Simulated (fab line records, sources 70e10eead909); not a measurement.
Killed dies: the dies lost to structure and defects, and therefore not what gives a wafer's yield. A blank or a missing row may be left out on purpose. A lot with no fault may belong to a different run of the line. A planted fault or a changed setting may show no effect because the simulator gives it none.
Matching of chambers | flow nand harc | NHARC_P_M0_STRIP_18 on rie diel-01 has 4 sister chambers
The step strips in N2/H2. 4 wafers are shown with their chamber, then 11 later ones without.

== WAFERS PAIRED WITH THEIR CHAMBERS ==
wafer  | chamber | drypump motor current A (A)
L088.2 | 1       | 5.0
L088.5 | 2       | 5.0
L089.5 | 3       | 6.3
L093.3 | 0       | 6.0

== WAFERS WHOSE CHAMBER IS MISSING ==
wafer  | drypump motor current A (A)
L093.5 | 6.3
L093.6 | 4.9
L094.1 | 6.0
L094.4 | 6.3
L094.5 | 6.3
L095.2 | 6.0
L095.5 | 6.3
L095.6 | 4.9
L096.1 | 5.0
L096.5 | 4.9
L096.6 | 4.9

== CHAMBER TAKEN BY EACH ==
wafer  | from the rows above     | in truth
L093.5 | 3                       | 3
L093.6 | can't be placed: 1 or 2 | 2
L094.1 | 0                       | 0
L094.4 | 3                       | 3
L094.5 | 3                       | 3
L095.2 | 0                       | 0
L095.5 | 3                       | 3
L095.6 | can't be placed: 1 or 2 | 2
L096.1 | can't be placed: 1 or 2 | 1
L096.5 | can't be placed: 1 or 2 | 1
L096.6 | can't be placed: 1 or 2 | 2
Correctly placed: 6 of 11. Unplaceable from these rows: 5, with the true chamber sitting among the candidates in 5. Number placed wrongly: 0.
How it was worked out, from the rows above alone: a wafer's distance from a chamber is the root of the sum, over the readings, of the square of ((its reading less the chamber's mean) divided by the reading's scatter). The wafer belongs to the nearest chamber; if the next one is less than 2 further off, it can't be placed. The mean given for a chamber averages the wafers shown for that chamber. The scatter (one wafer shown for each chamber): square how far every hidden wafer sits from the nearest shown wafer, average those squares and take the square root.
